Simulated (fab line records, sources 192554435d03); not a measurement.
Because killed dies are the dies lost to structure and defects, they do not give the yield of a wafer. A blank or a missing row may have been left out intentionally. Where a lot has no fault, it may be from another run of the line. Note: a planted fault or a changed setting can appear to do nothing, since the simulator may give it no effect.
What tool caused it? | flow n5Finfet | 12 lots with 36 wafers sampled at 2 steps, on a route of 1938 steps

== WHAT EACH GAUGE READ, for each wafer ==
N5_GATE_CUT_CD_MEAS_13 targets a cd of 20 nm.
lot  | measured     | on       | cdNm (nm)
L075 | day 4 17:48  | cdSem-02 | 19.93 19.72 20.03
L077 | day 5 04:51  | cdSem-03 | 20.53 20.41 20.45
L079 | day 5 17:17  | cdSem-03 | 19.94 19.67 19.51
L081 | day 6 05:02  | cdSem-02 | 20.56 19.98 20.57
L083 | day 6 19:23  | cdSem-02 | 20.26 20.43 20.19
L085 | day 7 07:18  | cdSem-03 | 19.88 19.58 19.93
L087 | day 7 18:20  | cdSem-03 | 20.19 20.54 20.04
L089 | day 8 08:05  | cdSem-02 | 20.22 19.80 20.08
L091 | day 8 17:34  | cdSem-03 | 20.00 19.89 20.23
L093 | day 9 06:57  | cdSem-02 | 20.59 19.96 20.44
L095 | day 9 18:53  | cdSem-01 | 20.16 20.06 19.90
L097 | day 10 08:10 | cdSem-01 | 19.96 19.82 19.96

== TOOL THAT RAN EACH LOT (tool first, then ch and the chambers of the sampled wafers, then the start) ==
lot  | N5_HKMG_FIN_STRIP_93
L075 | rieDiel-06 ch 0,1, day 4 05:41
L077 | rieDiel-01 ch 1,3, day 4 17:44
L079 | rieDiel-05 ch 1,3, day 5 06:00
L081 | rieDiel-01 ch 0,3, day 5 17:47
L083 | rieDiel-06 ch 1,3, day 6 08:42
L085 | rieDiel-01 ch 1,2,3, day 6 20:19
L087 | rieDiel-06 ch 0,2,3, day 7 07:08
L089 | rieDiel-01 ch 1,2,3, day 7 21:02
L091 | rieDiel-01 ch 0,2, day 8 04:54
L093 | rieDiel-01 ch 1,2,3, day 8 19:47
L095 | rieDiel-01 ch 0,2,3, day 9 08:15
L097 | rieDiel-06 ch 2,3, day 9 20:55
- N5_HKMG_FIN_STRIP_93: strips SOC in N2/H2, time 20 s.

== THE ANSWER, worked out from the rows above alone ==
Rule: the usual values come from the lots themselves. Put in order of their means at a reading, lots are off if they are a third of the lots or fewer, leave a main group of 4 or more, and stand apart from it by a gap of 3 or more times the standard deviation of the main group's means; of several such gaps the widest counts. A main group is skipped when, at the precision printed for the reading in the tables above, its means are all equal. Also off: a lot with no number at a reading for which 4 or more lots have one. Where the step has rows for the other lots, those lots are counted as sound.
Nothing can be told from this: no lot is off at any reading shown.

== WHAT THE SIMULATOR HAD PUT IN ==
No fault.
